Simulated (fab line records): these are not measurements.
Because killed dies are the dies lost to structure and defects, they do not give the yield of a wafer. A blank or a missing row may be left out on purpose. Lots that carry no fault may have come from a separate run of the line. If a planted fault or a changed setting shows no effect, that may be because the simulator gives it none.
Split-lot experiment -- flow n5-finfet -- on a route of 1938 steps: 7 lots, 21 wafers read

== ON THE SPLIT ==
At N5_BEOL_M11_ETCH_66 (etches SOC in N2/H2, target depth 120 nm, overetch 24 nm, time 180 s), the setting time-s was moved away from the recipe's 180 s on 7 of the 21 wafers read, by -16.8% to +19.6%. This setting was run at the recipe's value on the other wafers.

Reading taken at the split's own step.

== THE READING ==
SiARC_of_BEOL_M11_COAT_64.thk-nm (the simulator's own value, which no gauge read), in nm, at N5_BEOL_M11_ETCH_66 (etches SOC in N2/H2, target depth 120 nm, overetch 24 nm, time 180 s). The file does not state a usual value for it. Average 22.8 nm, standard deviation 0.15 nm, over the 14 wafers here run with the recipe.

wafer,"tool, chamber at the split","time-s as run, s",against the recipe,"SiARC_of_BEOL_M11_COAT_64.thk-nm, nm",against lot-mates on the recipe
L074.3,"rie-diel-01, 0",149.8,-16.8%,24,+1.2
L074.5,"rie-diel-01, 0",149.8,-16.8%,24,+1.2
L074.6,"rie-diel-01, 1",180,recipe,22.8,-
L075.2,"rie-diel-01, 2",180,recipe,22.8,-
L075.4,"rie-diel-01, 1",180,recipe,23,-
L075.6,"rie-diel-01, 3",180,recipe,22.6,-
L077.2,"rie-diel-01, 1",163,-9.4%,23.4,+0.8
L077.3,"rie-diel-01, 0,3",180,recipe,22.6,-
L077.4,"rie-diel-01, 0,3",180,recipe,22.6,-
L079.1,"rie-diel-05, 0",215.3,+19.6%,21,-1.6
L079.2,"rie-diel-05, 2",180,recipe,22.6,-
L079.6,"rie-diel-05, 3",215.3,+19.6%,21.2,-1.4
L085.2,"rie-diel-05, 2,1,2",180,recipe,23,-
L085.5,"rie-diel-05, 2,1,2",180,recipe,23,-
L085.6,"rie-diel-05, 2,1,2",180,recipe,23,-
L089.1,"rie-diel-06, 0",180,recipe,22.8,-
L089.3,"rie-diel-06, 1,2",211.3,+17.4%,21.2,-1.6
L089.6,"rie-diel-06, 1,2",211.3,+17.4%,21.2,-1.6
L097.1,"rie-diel-05, 2,3,1",180,recipe,22.8,-
L097.2,"rie-diel-05, 2,3,1",180,recipe,22.8,-
L097.4,"rie-diel-05, 2,3,1",180,recipe,22.8,-
Rows listing several chambers each stand for several wafers; the file does not say which wafer went through which chamber.

THE FIT
A straight line over all 21 wafers: SiARC_of_BEOL_M11_COAT_64.thk-nm changes by -0.0823 nm for each +1% of time-s; r = -0.98; the points scatter about the line by 0.15 nm.
The same after taking each lot's own level away (the mean of its wafers on the recipe; 21 wafers): -0.0797 nm for each +1%; r = -0.99; scatter 0.11 nm.
According to that fit, moving time-s by its largest amount changes the reading by 1.6 nm.
Measured against the standard deviation above, the lots' own levels, which go from 22.60 to 23.00 nm, span 2.6 times it.
Hence the lot-to-lot level has little effect on the slope; both slopes agree.
Check: with one of the wafers moved furthest among these (+19.6%) left out of the fit, the line predicts -1.59 nm for it against its lot-mates. Against them it came out at -1.6 nm.

== OTHER SPLITS ON THESE WAFERS ==
These wafers also went through other splits before the reading. Each is held against what the fit with the lots' levels taken away leaves over:
other split on the same wafers,wafers away from the commonest value,r with SiARC_of_BEOL_M11_COAT_64.thk-nm (lot level and that fit taken away)
N5_BEOL_M10_TRENCH_ETCH_37 source-w,8,-0.06
N5_BEOL_M11_COAT_22 spin-rpm,5,-0.22

== THE FILE'S OWN FIT ==
SiARC_of_BEOL_M11_COAT_64.thk-nm changes by -0.0803 nm for each +1% of time-s, r = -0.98.
